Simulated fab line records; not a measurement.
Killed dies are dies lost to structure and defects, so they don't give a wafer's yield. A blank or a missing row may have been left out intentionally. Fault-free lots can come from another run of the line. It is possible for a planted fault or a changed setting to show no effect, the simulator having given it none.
Problem report in the 8D (eight disciplines) form, filled by code / flow n5Finfet / the parts of the form that need people (team, actions taken, sign-off) are left out

## 1. WHAT IS WRONG
At N5_BEOL_M14_ILD_DEP_00, susceptorTempC averages 403.03 C over 2 wafers from 2 lots, while fault-free wafers read 399.99 C, standard deviation 0.21. Measured from the usual mean, that is +14 standard deviations.
The step: deposits SiO2 from TEOS/O2, target thk 1119.3 nm, time 237.4 s.
Seen first at day 15 16:32 on pecvd-01, wafer L354.5. Wafers with a number at this step in the record: 33, from 11 lots. By rule, "out" or "out of limits" means more than 4 standard deviations away from the usual mean. Any other wafer with a number is counted as sound.

## 2. WHAT IT IS, AND WHAT IT ISN'T
question=which readings at this step | is=susceptorTempC | is not=heaterPowerW, showerheadPlenumPTorr, throttleValvePct
question=which lots | is=L353, L354 | is not=L341, L342, L344, L345, L348, L352, L357, L361, L363
question=which wafers of those lots | is=L353.5, L354.5 | is not=L353.2, L353.4, L354.3, L354.4
question=read on which tools | is=pecvd-01 | is not=pecvd-04
question=when | is=from day 15 16:32 | is not=up to then (20 sound wafers); but 11 sound wafers of L353, L357, L361, L363 came after

## 3. WHAT RULES OUT EACH SUSPECT
Counting: any tool at a process step up to the reading remains a suspect provided it ran every lot that is out. Sound lots after the first of them don't rule it out here, since some wafers of a struck lot are sound.
- rieDiel-02 at N5_BEOL_M13_ETCH_67 (etches SiARC in CF4, target depth 143 nm, time 238.3 s): kept. Every lot that is out went through it, the first being L354 (day 15 11:33); the last sound lot it ran before that was L352 (day 14 16:04).
- pvdSputter-03 at N5_BEOL_M13_SPUTTER_44 (material Ta, target thk 10 nm, time 16.13 s): kept. Every lot that is out went through it, the first being L354 (day 15 15:22); the last sound lot it ran before that was L352 (day 14 19:58).
- pecvd-01 at N5_BEOL_M14_ILD_DEP_00 (deposits SiO2 from TEOS/O2, target thk 1119.3 nm, time 237.4 s): kept. Every lot that is out went through it, the first being L354 (day 15 16:32); the last sound lot it ran before that was L352 (day 14 21:09). On those wafers its own readings are out: susceptorTempC.
- Within rieDiel-02 at N5_BEOL_M13_ETCH_67: the wafers that are out ran in chamber 1; their sound lot-mates ran in chambers 0, 2.
- Within pecvd-01 at N5_BEOL_M14_ILD_DEP_00: the wafers that are out ran in chamber 1; their sound lot-mates ran in chambers 0, 2.
The count leaves rieDiel-02 at N5_BEOL_M13_ETCH_67, pvdSputter-03 at N5_BEOL_M13_SPUTTER_44, and pecvd-01 at N5_BEOL_M14_ILD_DEP_00.

## 4. THE CAUSE (what the simulator had put in)
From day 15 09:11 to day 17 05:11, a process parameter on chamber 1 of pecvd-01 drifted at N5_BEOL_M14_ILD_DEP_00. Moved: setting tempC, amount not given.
3 suspects survive the count, and this tool is in that group.

## 5. THE CHAIN OF EFFECTS, in route order
Each row: a reading whose mean over the struck wafers that have a number lies more than 3 standard deviations from the usual. Only readings whose record carries a usual standard deviation are examined. hours: median over the lots of the time between each lot's start at the first step of this table that gives one and its start at this step. sigmas: the change, counted in usual standard deviations.
hours=0; step=N5_BEOL_M14_ILD_DEP_00; reading=susceptorTempC; usual=399.99 C; on struck wafers=403.03; change=+3.04; sigmas=+14
Process steps it contains:
- N5_BEOL_M14_ILD_DEP_00: deposits SiO2 from TEOS/O2, target thk 1119.3 nm, time 237.4 s.
At these later measuring or inspecting steps, every struck wafer for which the step has a row has a number for every such reading, and none has moved that far: N5_BEOL_M14_CD_MEAS_10.

## 6. HOW IT WOULD HAVE BEEN CAUGHT EARLIER
7 hours passed between the start of the fault at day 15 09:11 and the first reading out of limits in this record, taken at day 15 16:32.
